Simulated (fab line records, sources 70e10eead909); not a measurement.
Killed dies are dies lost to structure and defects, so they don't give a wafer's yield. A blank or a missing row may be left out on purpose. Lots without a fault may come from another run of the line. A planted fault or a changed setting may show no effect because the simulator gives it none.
Chamber matching | flow nand_harc | NHARC_P_BONDPAD_DESCUM_11 on rie_diel-01: 4 sister chambers
The step chemistry O2, time 3 s. 16 wafers are shown with their chamber, then 8 later ones without.

WAFERS WITH THEIR CHAMBER
wafer  | chamber | showerhead_plenum_p_Torr (Torr) | drypump_motor_current_A (A) | oes_product_au (a.u.)
L768.2 | 1       | 2.04                            | 6.1                         | 1.006
L768.3 | 2       | 1.82                            | 5.1                         | 0.991
L768.4 | 0       | 1.88                            | 5.9                         | 1.011
L770.1 | 3       | 2.03                            | 5.5                         | 1.002
L770.4 | 0       | 1.88                            | 5.9                         | 1.000
L770.6 | 2       | 1.82                            | 5.2                         | 0.986
L775.3 | 0       | 1.88                            | 5.9                         | 1.001
L775.5 | 0       | 1.88                            | 5.9                         | 1.011
L775.6 | 1       | 2.04                            | 6.1                         | 1.004
L773.2 | 0       | 1.88                            | 5.9                         | 1.006
L773.3 | 1       | 2.04                            | 6.1                         | 0.998
L773.4 | 3       | 2.03                            | 5.4                         | 0.990
L784.1 | 0       | 1.88                            | 5.9                         | 1.006
L784.3 | 2       | 1.81                            | 5.2                         | 0.987
L784.4 | 1       | 2.04                            | 6.1                         | 1.015
L785.1 | 2       | 1.81                            | 5.2                         | 0.987

SIGNATURES (means of the wafers above)
reading                  | chamber 0 | chamber 1 | chamber 2 | chamber 3 | scatter within a chamber
showerhead_plenum_p_Torr | 1.8800    | 2.0400    | 1.8150    | 2.0300    | 0.00289
drypump_motor_current_A  | 5.900     | 6.100     | 5.175     | 5.450     | 0.0323
oes_product_au           | 1.00583   | 1.00575   | 0.98775   | 0.99600   | 0.00537
Rule: a wafer's distance from a chamber is the root of the sum, over the readings, of the square of ((its reading less the chamber's mean) divided by the reading's scatter). The wafer belongs to the nearest chamber; if the next one is less than 2 further off, it can't be placed. The scatter: the root of (the sum of the squares of (reading less its chamber's mean) over the shown wafers, divided by (wafers less chambers)).

WAFERS WITHOUT THEIR CHAMBER
wafer  | showerhead_plenum_p_Torr (Torr) | drypump_motor_current_A (A) | oes_product_au (a.u.)
L785.2 | 2.03                            | 5.4                         | 0.998
L785.5 | 2.04                            | 6.1                         | 1.016
L786.1 | 1.88                            | 6.0                         | 1.014
L786.4 | 2.03                            | 5.4                         | 0.997
L786.6 | 1.88                            | 5.9                         | 1.012
L787.2 | 2.04                            | 6.1                         | 1.019
L787.3 | 2.03                            | 5.4                         | 1.004
L787.4 | 1.88                            | 5.9                         | 1.010

WHICH CHAMBER EACH WENT THROUGH
wafer  | from the rows above | in truth
L785.2 | 3                   | 3
L785.5 | 1                   | 1
L786.1 | 0                   | 0
L786.4 | 3                   | 3
L786.6 | 0                   | 0
L787.2 | 1                   | 1
L787.3 | 3                   | 3
L787.4 | 0                   | 0
Placed correctly: 8 of 8. Can't be placed from these rows: 0. Placed wrongly: 0.
